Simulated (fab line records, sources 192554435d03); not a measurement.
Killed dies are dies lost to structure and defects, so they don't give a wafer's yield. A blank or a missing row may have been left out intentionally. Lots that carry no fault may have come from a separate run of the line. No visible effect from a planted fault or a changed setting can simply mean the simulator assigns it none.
Which tool is to blame? + flow n5_finfet + Sampling: 20 lots, 60 wafers, 6 of 1938 route steps

WHAT THE GAUGES READ, wafer by wafer
The record holds no reading of a measuring or inspecting step that can be judged against a usual standard deviation.

WHICH TOOL RAN EACH LOT (tool, then ch and the chambers of the sampled wafers, then the start)
| lot  | N5_MOL_CONTACT_COAG_DESCUM_45      | N5_MOL_CONTACT_COAG_ETCH_67        | N5_BEOL_M0_SAQP_PECVD_03        | N5_BEOL_M0_SAQP_SPACER1_ETCHBACK_99 | N5_BEOL_M0_SAQP_ETCH_106           | N5_BEOL_M0_SAQP_MANDREL2_REMOVE_110 |
|------|------------------------------------|------------------------------------|---------------------------------|-------------------------------------|------------------------------------|-------------------------------------|
| L074 | rie_diel-05 ch 0,2,3, day 5 06:52  | rie_diel-05 ch 0,1,2, day 5 07:13  | pecvd-04 ch 0,1,2, day 5 13:27  | rie_diel-06 ch 0,1, day 5 16:05     | rie_diel-03 ch 0,1, day 5 17:00    | rie_si-02 ch 0,1,2, day 5 18:50     |
| L075 | rie_diel-04 ch 0,1,2, day 5 07:47  | rie_diel-05 ch 1,2, day 5 08:08    | pecvd-04 ch 1,2, day 5 15:37    | rie_diel-06 ch 0,2,3, day 5 18:08   | rie_diel-06 ch 0,3, day 5 19:02    | rie_si-05 ch 0,1, day 5 19:58       |
| L076 | rie_diel-05 ch 1,2, day 5 17:44    | rie_diel-02 ch 0,1, day 5 18:21    | pecvd-04 ch 0,2, day 5 23:44    | rie_diel-06 ch 0,1,3, day 6 01:54   | rie_diel-03 ch 0,1, day 6 02:49    | rie_si-02 ch 0,1,2, day 6 04:22     |
| L077 | rie_diel-05 ch 1,3, day 5 20:38    | rie_diel-02 ch 1,2, day 5 21:16    | pecvd-02 ch 1,2, day 6 02:58    | rie_diel-06 ch 1,2, day 6 05:13     | rie_diel-06 ch 0,2, day 6 06:19    | rie_si-02 ch 0,1,3, day 6 07:15     |
| L078 | rie_diel-02 ch 0,1, day 6 03:19    | rie_diel-04 ch 1,3, day 6 03:40    | pecvd-02 ch 0,2, day 6 09:44    | rie_diel-01 ch 1,3, day 6 11:55     | rie_diel-06 ch 0,3, day 6 13:02    | rie_si-02 ch 1,2,3, day 6 13:59     |
| L079 | rie_diel-02 ch 1,2, day 6 09:35    | rie_diel-04 ch 1,3, day 6 10:01    | pecvd-04 ch 1,2, day 6 17:07    | rie_diel-03 ch 0,3, day 6 19:21     | rie_diel-06 ch 0,1,3, day 6 20:16  | rie_si-02 ch 0,1,3, day 6 22:14     |
| L080 | rie_diel-04 ch 0,3, day 6 18:47    | rie_diel-05 ch 0,1,3, day 6 19:08  | pecvd-03 ch 0,1,2, day 7 01:56  | rie_diel-03 ch 0,2,3, day 7 04:30   | rie_diel-01 ch 0,2, day 7 05:24    | rie_si-02 ch 1,2,3, day 7 06:20     |
| L081 | rie_diel-04 ch 0,3, day 7 03:26    | rie_diel-04 ch 0,1,3, day 7 03:50  | pecvd-03 ch 0,1,2, day 7 09:54  | rie_diel-06 ch 0,1, day 7 12:17     | rie_diel-03 ch 1,3, day 7 13:12    | rie_si-02 ch 0,2,3, day 7 14:14     |
| L082 | rie_diel-05 ch 0,1,2, day 7 03:44  | rie_diel-05 ch 0,1,3, day 7 04:05  | pecvd-02 ch 1,2, day 7 13:29    | rie_diel-06 ch 2,3, day 7 16:41     | rie_diel-03 ch 0,2,3, day 7 17:35  | rie_si-03 ch 0,1,2, day 7 18:32     |
| L083 | rie_diel-05 ch 0,2,3, day 7 09:30  | rie_diel-05 ch 0,1, day 7 09:52    | pecvd-03 ch 0,1,2, day 7 15:35  | rie_diel-01 ch 1,3, day 7 18:07     | rie_diel-01 ch 2,3, day 7 19:02    | rie_si-02 ch 0,1,2, day 7 20:02     |
| L085 | rie_diel-02 ch 0,1,3, day 7 19:30  | rie_diel-04 ch 2,3, day 7 20:05    | pecvd-04 ch 0,2, day 8 02:07    | rie_diel-06 ch 0,2,3, day 8 04:12   | rie_diel-03 ch 0,1,3, day 8 05:34  | rie_si-03 ch 0,1, day 8 06:34       |
| L086 | rie_diel-02 ch 0,1,2, day 8 03:10  | rie_diel-04 ch 1,3, day 8 03:32    | pecvd-03 ch 0,1, day 8 08:58    | rie_diel-03 ch 1,2,3, day 8 12:35   | rie_diel-01 ch 0,2,3, day 8 13:44  | rie_si-02 ch 1,2,3, day 8 19:27     |
| L087 | rie_diel-05 ch 1,3, day 8 07:10    | rie_diel-05 ch 0,1,3, day 8 07:36  | pecvd-04 ch 0,1,2, day 8 13:41  | rie_diel-06 ch 0,2,3, day 8 20:01   | rie_diel-06 ch 0,1,2, day 8 21:04  | rie_si-03 ch 0,2, day 9 00:41       |
| L089 | rie_diel-05 ch 1,2,3, day 9 04:05  | rie_diel-05 ch 0,1,2, day 9 04:26  | pecvd-03 ch 0,1, day 9 09:41    | rie_diel-03 ch 1,2, day 9 11:51     | rie_diel-03 ch 2,3, day 9 12:50    | rie_si-02 ch 1,2, day 9 13:47       |
| L091 | rie_diel-05 ch 0,3, day 9 15:03    | rie_diel-02 ch 1,2,3, day 9 15:24  | pecvd-02 ch 0,1, day 9 20:47    | rie_diel-01 ch 0,1, day 9 23:04     | rie_diel-06 ch 1,3, day 10 00:01   | rie_si-05 ch 0,1, day 10 00:59      |
| L093 | rie_diel-02 ch 1,2,3, day 9 21:49  | rie_diel-02 ch 0,1,3, day 9 22:10  | pecvd-03 ch 0,1,2, day 10 04:10 | rie_diel-06 ch 0,1,3, day 10 06:13  | rie_diel-03 ch 0,3, day 10 07:08   | rie_si-02 ch 1,3, day 10 08:10      |
| L094 | rie_diel-04 ch 0,1,3, day 10 08:54 | rie_diel-04 ch 0,1, day 10 09:16   | pecvd-03 ch 0,2, day 10 15:02   | rie_diel-03 ch 0,1,3, day 10 17:34  | rie_diel-03 ch 0,1,3, day 10 19:21 | rie_si-03 ch 0,1,2, day 10 21:39    |
| L095 | rie_diel-02 ch 0,3, day 10 12:49   | rie_diel-04 ch 0,1,3, day 10 13:10 | pecvd-03 ch 0,1,2, day 10 18:17 | rie_diel-06 ch 0,1, day 10 21:59    | rie_diel-03 ch 0,1, day 10 22:56   | rie_si-05 ch 1,2, day 10 23:52      |
| L096 | rie_diel-02 ch 0,1,3, day 10 16:14 | rie_diel-04 ch 0,3, day 10 18:04   | pecvd-03 ch 1,2, day 11 01:38   | rie_diel-03 ch 0,3, day 11 03:54    | rie_diel-06 ch 1,3, day 11 04:48   | rie_si-05 ch 0,3, day 11 06:16      |
| L097 | rie_diel-05 ch 0,2, day 10 20:19   | rie_diel-02 ch 0,1,3, day 10 20:40 | pecvd-04 ch 0,2, day 11 02:35   | rie_diel-03 ch 0,2,3, day 11 04:46  | rie_diel-03 ch 1,2,3, day 11 05:40 | rie_si-02 ch 2,3, day 11 06:56      |
- N5_MOL_CONTACT_COAG_DESCUM_45: chemistry O2, time 7 s.
- N5_MOL_CONTACT_COAG_ETCH_67: etches SOC in N2/H2, target depth 60 nm, overetch 21 nm, time 101.2 s.
- N5_BEOL_M0_SAQP_PECVD_03: deposits SiCN from 3MS/NH3, target thk 12 nm, time 21.1 s.
- N5_BEOL_M0_SAQP_SPACER1_ETCHBACK_99: etches SiO2 in CHF3/O2, target depth 15.4 nm, time 7.7 s.
- N5_BEOL_M0_SAQP_ETCH_106: etches SOC in N2/H2, stops on SiNx, target depth 150 nm.
- N5_BEOL_M0_SAQP_MANDREL2_REMOVE_110: chemistry HBr/Cl2/O2, target a-Si, stops on SiCN, bt time 10 s.

AS READ BY THE TOOLS THEMSELVES (means over the sampled wafers that have a number; for cases with no such wafer, the mark the record gives instead)
N5_MOL_CONTACT_COAG_DESCUM_45.
| lot  | tool        | drypump_motor_current_A (A) | oes_product_au (a.u.) | rf_vpp_V (V) | showerhead_plenum_p_Torr (Torr) | throttle_valve_pct (%) |
|------|-------------|-----------------------------|-----------------------|--------------|---------------------------------|------------------------|
| L074 | rie_diel-05 | 5.8                         | 0.88                  | 245.1        | 2.15                            | 20.37                  |
| L075 | rie_diel-04 | 5.4                         | 0.78                  | 242.8        | 2.08                            | 20.23                  |
| L076 | rie_diel-05 | 6.2                         | 0.77                  | 243.5        | 2.12                            | 20.59                  |
| L077 | rie_diel-05 | 5.5                         | 0.90                  | 243.0        | 2.11                            | 20.34                  |
| L078 | rie_diel-02 | 5.5                         | 0.84                  | 243.5        | 2.09                            | 20.25                  |
| L079 | rie_diel-02 | 5.9                         | 0.85                  | 244.2        | 2.19                            | 20.21                  |
| L080 | rie_diel-04 | 5.6                         | 0.69                  | 243.3        | 2.09                            | 20.25                  |
| L081 | rie_diel-04 | 5.6                         | 0.69                  | 243.5        | 2.09                            | 20.25                  |
| L082 | rie_diel-05 | 6.0                         | 0.83                  | 242.6        | 2.08                            | 20.45                  |
| L083 | rie_diel-05 | 5.9                         | 0.84                  | 244.0        | 2.14                            | 20.38                  |
| L085 | rie_diel-02 | 5.6                         | 0.84                  | 244.0        | 2.09                            | 20.20                  |
| L086 | rie_diel-02 | 5.7                         | 0.80                  | 242.4        | 2.11                            | 20.28                  |
| L087 | rie_diel-05 | 5.3                         | 0.88                  | 243.8        | 2.16                            | 20.31                  |
| L089 | rie_diel-05 | 5.8                         | 0.80                  | 243.6        | 2.13                            | 20.47                  |
| L091 | rie_diel-05 | 5.4                         | 0.89                  | 244.0        | 2.15                            | 20.26                  |
| L093 | rie_diel-02 | 5.7                         | 0.84                  | 243.5        | 2.15                            | 20.19                  |
| L094 | rie_diel-04 | 5.7                         | 0.83                  | 244.1        | 2.11                            | 20.22                  |
| L095 | rie_diel-02 | 5.7                         | 0.82                  | 243.4        | 2.08                            | 20.15                  |
| L096 | rie_diel-02 | 5.6                         | 0.80                  | 242.5        | 2.08                            | 20.23                  |
| L097 | rie_diel-05 | 6.2                         | 0.96                  | 243.5        | 2.10                            | 20.33                  |

N5_MOL_CONTACT_COAG_ETCH_67.
| lot  | tool        | drypump_motor_current_A (A) | oes_product_au (a.u.) | rf_vpp_V (V) | showerhead_plenum_p_Torr (Torr) | throttle_valve_pct (%) |
|------|-------------|-----------------------------|-----------------------|--------------|---------------------------------|------------------------|
| L074 | rie_diel-05 | 6.0                         | 0.72                  | 523.3        | 2.55                            | 17.91                  |
| L075 | rie_diel-05 | 6.0                         | 0.70                  | 523.5        | 2.54                            | 17.94                  |
| L076 | rie_diel-02 | 5.6                         | 0.67                  | 522.3        | 2.48                            | 17.70                  |
| L077 | rie_diel-02 | 5.9                         | 0.72                  | 527.7        | 2.65                            | 17.54                  |
| L078 | rie_diel-04 | 6.1                         | 0.67                  | 526.2        | 2.62                            | 17.75                  |
| L079 | rie_diel-04 | 5.8                         | 0.72                  | 526.2        | 2.62                            | 17.66                  |
| L080 | rie_diel-05 | 5.5                         | 0.76                  | 523.6        | 2.57                            | 17.74                  |
| L081 | rie_diel-04 | 5.7                         | 0.64                  | 525.8        | 2.57                            | 17.65                  |
| L082 | rie_diel-05 | 5.6                         | 0.75                  | 524.0        | 2.57                            | 17.74                  |
| L083 | rie_diel-05 | 5.7                         | 0.74                  | 522.5        | 2.49                            | 17.78                  |
| L085 | rie_diel-04 | 6.3                         | 0.60                  | 524.9        | 2.58                            | 17.88                  |
| L086 | rie_diel-04 | 5.8                         | 0.70                  | 526.1        | 2.61                            | 17.70                  |
| L087 | rie_diel-05 | 5.5                         | 0.73                  | 523.9        | 2.56                            | 17.76                  |
| L089 | rie_diel-05 | 6.0                         | 0.68                  | 524.1        | 2.53                            | 17.95                  |
| L091 | rie_diel-02 | 5.7                         | 0.71                  | 526.2        | 2.61                            | 17.58                  |
| L093 | rie_diel-02 | 5.6                         | 0.68                  | 524.2        | 2.53                            | 17.68                  |
| L094 | rie_diel-04 | 5.3                         | 0.73                  | 524.8        | 2.55                            | 17.46                  |
| L095 | rie_diel-04 | 5.7                         | 0.69                  | 524.8        | 2.56                            | 17.57                  |
| L096 | rie_diel-04 | 6.1                         | 0.64                  | 524.4        | 2.57                            | 17.65                  |
| L097 | rie_diel-02 | 5.6                         | 0.67                  | 523.4        | 2.53                            | 17.70                  |

N5_BEOL_M0_SAQP_PECVD_03.
| lot  | tool     | showerhead_plenum_p_Torr (Torr) | showerhead_vpp_V (V) | throttle_valve_pct (%) |
|------|----------|---------------------------------|----------------------|------------------------|
| L074 | pecvd-04 | 3.664                           | 895                  | 9.2                    |
| L075 | pecvd-04 | 3.657                           | 906                  | 9.2                    |
| L076 | pecvd-04 | 3.672                           | 887                  | 9.2                    |
| L077 | pecvd-02 | 3.671                           | 877                  | 8.8                    |
| L078 | pecvd-02 | 3.657                           | 874                  | 8.9                    |
| L079 | pecvd-04 | 3.653                           | 906                  | 9.1                    |
| L080 | pecvd-03 | 3.654                           | 823                  | 8.8                    |
| L081 | pecvd-03 | 3.658                           | 825                  | 8.8                    |
| L082 | pecvd-02 | 3.670                           | 872                  | 9.1                    |
| L083 | pecvd-03 | 3.656                           | 824                  | 8.8                    |
| L085 | pecvd-04 | 3.667                           | 889                  | 9.2                    |
| L086 | pecvd-03 | 3.655                           | 826                  | 8.9                    |
| L087 | pecvd-04 | 3.661                           | 898                  | 9.2                    |
| L089 | pecvd-03 | 3.647                           | 837                  | 9.1                    |
| L091 | pecvd-02 | 3.668                           | 869                  | 9.5                    |
| L093 | pecvd-03 | 3.653                           | 821                  | 8.9                    |
| L094 | pecvd-03 | 3.660                           | 806                  | 8.7                    |
| L095 | pecvd-03 | 3.651                           | 820                  | 8.8                    |
| L096 | pecvd-03 | 3.655                           | 830                  | 8.8                    |
| L097 | pecvd-04 | 3.669                           | 880                  | 8.6                    |

N5_BEOL_M0_SAQP_SPACER1_ETCHBACK_99.
| lot  | tool        | drypump_motor_current_A (A) | oes_o_777_au (a.u.) | oes_product_au (a.u.) | rf_vpp_V (V) | showerhead_plenum_p_Torr (Torr) | throttle_valve_pct (%) |
|------|-------------|-----------------------------|---------------------|-----------------------|--------------|---------------------------------|------------------------|
| L074 | rie_diel-06 | 5.8                         | 0.77                | 0.76                  | 518          | 2.34                            | 19.00                  |
| L075 | rie_diel-06 | 5.6                         | 0.84                | 0.85                  | 537          | 2.40                            | 18.72                  |
| L076 | rie_diel-06 | 5.7                         | 0.78                | 0.77                  | 527          | 2.41                            | 18.89                  |
| L077 | rie_diel-06 | 5.1                         | 0.81                | 0.80                  | 514          | 2.38                            | 18.73                  |
| L078 | rie_diel-01 | 5.2                         | 0.74                | 0.73                  | 516          | 2.42                            | 18.86                  |
| L079 | rie_diel-03 | 6.2                         | 0.70                | 0.69                  | 533          | 2.47                            | 18.86                  |
| L080 | rie_diel-03 | 6.2                         | 0.70                | 0.69                  | 529          | 2.45                            | 19.00                  |
| L081 | rie_diel-06 | 5.9                         | 0.76                | 0.75                  | 519          | 2.34                            | 19.01                  |
| L082 | rie_diel-06 | 5.2                         | 0.86                | 0.88                  | 538          | 2.41                            | 18.53                  |
| L083 | rie_diel-01 | 5.2                         | 0.73                | 0.72                  | 516          | 2.42                            | 18.88                  |
| L085 | rie_diel-06 | 5.6                         | 0.81                | 0.83                  | 536          | 2.40                            | 18.75                  |
| L086 | rie_diel-03 | 5.9                         | 0.77                | 0.77                  | 520          | 2.44                            | 18.96                  |
| L087 | rie_diel-06 | 5.6                         | 0.81                | 0.82                  | 537          | 2.39                            | 18.76                  |
| L089 | rie_diel-03 | 6.0                         | 0.82                | 0.81                  | 520          | 2.43                            | 18.82                  |
| L091 | rie_diel-01 | 5.0                         | 0.72                | 0.72                  | 517          | 2.45                            | 18.99                  |
| L093 | rie_diel-06 | 5.7                         | 0.75                | 0.75                  | 528          | 2.40                            | 18.95                  |
| L094 | rie_diel-03 | 5.9                         | 0.84                | 0.85                  | 525          | 2.46                            | 18.75                  |
| L095 | rie_diel-06 | 5.8                         | 0.74                | 0.73                  | 518          | 2.33                            | 19.05                  |
| L096 | rie_diel-03 | 5.8                         | 0.78                | 0.78                  | 524          | 2.47                            | 18.88                  |
| L097 | rie_diel-03 | 6.2                         | 0.87                | 0.87                  | 528          | 2.44                            | 18.78                  |

N5_BEOL_M0_SAQP_ETCH_106.
| lot  | tool        | drypump_motor_current_A (A) | oes_product_au (a.u.) | rf_vpp_V (V) | showerhead_plenum_p_Torr (Torr) | throttle_valve_pct (%) |
|------|-------------|-----------------------------|-----------------------|--------------|---------------------------------|------------------------|
| L074 | rie_diel-03 | 6.0                         | 0.87                  | 241.4        | 2.62                            | 17.69                  |
| L075 | rie_diel-06 | 6.0                         | 0.78                  | 239.7        | 2.50                            | 17.81                  |
| L076 | rie_diel-03 | 6.2                         | 0.76                  | 241.3        | 2.62                            | 17.79                  |
| L077 | rie_diel-06 | 5.8                         | 0.81                  | 239.6        | 2.45                            | 17.71                  |
| L078 | rie_diel-06 | 6.1                         | 0.77                  | 240.4        | 2.50                            | 17.81                  |
| L079 | rie_diel-06 | 5.7                         | 0.77                  | 240.7        | 2.53                            | 17.74                  |
| L080 | rie_diel-01 | 5.5                         | 0.78                  | 240.8        | 2.55                            | 17.96                  |
| L081 | rie_diel-03 | 5.6                         | 0.85                  | 242.0        | 2.61                            | 17.75                  |
| L082 | rie_diel-03 | 6.2                         | 0.68                  | 240.9        | 2.58                            | 17.96                  |
| L083 | rie_diel-01 | 5.9                         | 0.75                  | 238.9        | 2.48                            | 17.93                  |
| L085 | rie_diel-03 | 5.9                         | 0.76                  | 241.9        | 2.62                            | 17.86                  |
| L086 | rie_diel-01 | 5.7                         | 0.76                  | 240.5        | 2.51                            | 17.96                  |
| L087 | rie_diel-06 | 5.4                         | 0.78                  | 239.0        | 2.47                            | 17.67                  |
| L089 | rie_diel-03 | 5.8                         | 0.68                  | 241.0        | 2.58                            | 18.02                  |
| L091 | rie_diel-06 | 5.5                         | 0.76                  | 241.6        | 2.60                            | 17.70                  |
| L093 | rie_diel-03 | 6.1                         | 0.87                  | 241.9        | 2.62                            | 17.73                  |
| L094 | rie_diel-03 | 5.9                         | 0.83                  | 242.5        | 2.61                            | 17.76                  |
| L095 | rie_diel-03 | 6.2                         | 0.91                  | 241.9        | 2.60                            | 17.61                  |
| L096 | rie_diel-06 | 5.3                         | 0.73                  | 240.9        | 2.55                            | 17.72                  |
| L097 | rie_diel-03 | 5.9                         | 0.83                  | 241.4        | 2.57                            | 17.75                  |

N5_BEOL_M0_SAQP_MANDREL2_REMOVE_110.
| lot  | tool      | drypump_motor_current_A (A) | he_backside_leak_sccm (sccm) | oes_o_777_au (a.u.) | oes_product_au (a.u.) | throttle_valve_pct (%) |
|------|-----------|-----------------------------|------------------------------|---------------------|-----------------------|------------------------|
| L074 | rie_si-02 | 5.1                         | 3.1                          | 1.00                | 1.003                 | 36.69                  |
| L075 | rie_si-05 | 5.5                         | 2.6                          | 0.98                | 0.990                 | 36.33                  |
| L076 | rie_si-02 | 5.2                         | 3.1                          | 1.00                | 1.007                 | 36.68                  |
| L077 | rie_si-02 | 5.6                         | 3.2                          | 1.00                | 1.007                 | 36.60                  |
| L078 | rie_si-02 | 5.4                         | 3.0                          | 0.99                | 0.995                 | 36.64                  |
| L079 | rie_si-02 | 5.5                         | 3.2                          | 1.00                | 1.007                 | 36.59                  |
| L080 | rie_si-02 | 5.4                         | 3.1                          | 0.99                | 0.991                 | 36.64                  |
| L081 | rie_si-02 | 5.3                         | 3.2                          | 0.98                | 1.005                 | 36.63                  |
| L082 | rie_si-03 | 5.7                         | 2.9                          | 1.00                | 0.983                 | 36.66                  |
| L083 | rie_si-02 | 5.2                         | 3.0                          | 1.00                | 1.009                 | 36.70                  |
| L085 | rie_si-03 | 5.5                         | 3.0                          | 0.96                | 0.969                 | 36.67                  |
| L086 | rie_si-02 | 5.4                         | 3.1                          | 0.98                | 0.995                 | 36.65                  |
| L087 | rie_si-03 | 5.4                         | 2.7                          | 1.03                | 0.990                 | 36.41                  |
| L089 | rie_si-02 | 5.3                         | 3.0                          | 1.00                | 0.983                 | 36.69                  |
| L091 | rie_si-05 | 5.3                         | 2.5                          | 0.98                | 0.993                 | 36.32                  |
| L093 | rie_si-02 | 5.7                         | 3.1                          | 0.99                | 0.994                 | 36.53                  |
| L094 | rie_si-03 | 5.7                         | 2.9                          | 1.00                | 0.983                 | 36.67                  |
| L095 | rie_si-05 | 5.6                         | 2.5                          | 0.98                | 1.003                 | 36.47                  |
| L096 | rie_si-05 | 4.9                         | 2.9                          | 1.01                | 0.992                 | 36.70                  |
| L097 | rie_si-02 | 5.2                         | 3.1                          | 0.97                | 0.991                 | 36.68                  |

THE ANSWER, worked out from the rows above alone
Rule: what is usual is taken from the lots themselves. Put in order of their means at a reading, lots are off if they are a third of the lots or fewer, leave a main group of 4 or more, and stand apart from it by a gap of 3 or more times the standard deviation of the main group's means; of several such gaps the widest counts. A main group whose means are all the same, to the digits that the tables above print for the reading, isn't used. Also off: a lot with no number at a reading for which 4 or more lots have one. The other lots that the step has rows for count as sound. The gauges are gone through in route order, then the tools' own readings, and for those a lot's mean is taken as printed above. The first step at which some lot is off is used, and at that step the reading that is off furthest; a lot without a number counts as furthest.
None of the lots is off at any reading shown; this tells nothing.

WHAT HAD BEEN PUT IN BY THE SIMULATOR
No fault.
